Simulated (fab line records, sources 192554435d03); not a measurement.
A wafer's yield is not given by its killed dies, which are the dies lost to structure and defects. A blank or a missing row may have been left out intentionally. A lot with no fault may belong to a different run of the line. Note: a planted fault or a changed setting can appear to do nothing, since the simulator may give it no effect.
Chamber matching	flow n5Finfet	rieDiel-05 running N5_BEOL_M1_STRIP_19: 4 sister chambers
The step strips in O2. 8 wafers are shown with their chamber, then 8 later ones without.

EACH WAFER AND ITS CHAMBER
wafer	chamber	showerheadPlenumPTorr (Torr)	throttleValvePct (%)
L074.1	3	2.01	16.62
L079.4	0	2.16	17.23
L079.6	2	2.02	16.93
L082.4	2	2.02	16.92
L082.6	0	2.16	17.25
L085.4	3	2.00	16.65
L085.6	1	2.10	16.68
L088.1	1	2.10	16.68

WAFERS MISSING THEIR CHAMBER
wafer	showerheadPlenumPTorr (Torr)	throttleValvePct (%)
L088.4	2.10	16.68
L088.5	2.01	16.95
L076.2	2.15	16.85
L076.3	1.99	16.69
L076.5	2.01	16.99
L097.1	2.10	16.71
L097.3	2.15	16.86
L097.6	2.01	17.00

EACH ONE'S CHAMBER
wafer	from the rows above	in truth
L088.4	1	1
L088.5	2	2
L076.2	1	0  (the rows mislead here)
L076.3	3	3
L076.5	2	2
L097.1	1	1
L097.3	1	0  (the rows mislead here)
L097.6	2	2
6 of 8 placed correctly. Can't be placed from these rows: 0. Placed wrongly: 2.
How it was worked out, from the rows above alone: a wafer's distance from a chamber is the root of the sum, over the readings, of the square of ((its reading less the chamber's mean) divided by the reading's scatter). If the next closest chamber is less than 2 further off than the closest, the wafer can't be placed; otherwise it belongs to the closest. Each chamber's mean is taken over the wafers shown for it. The scatter is the square root of a quotient: the sum, over the shown wafers, of each reading's squared deviation from its chamber's mean, divided by wafers minus chambers.
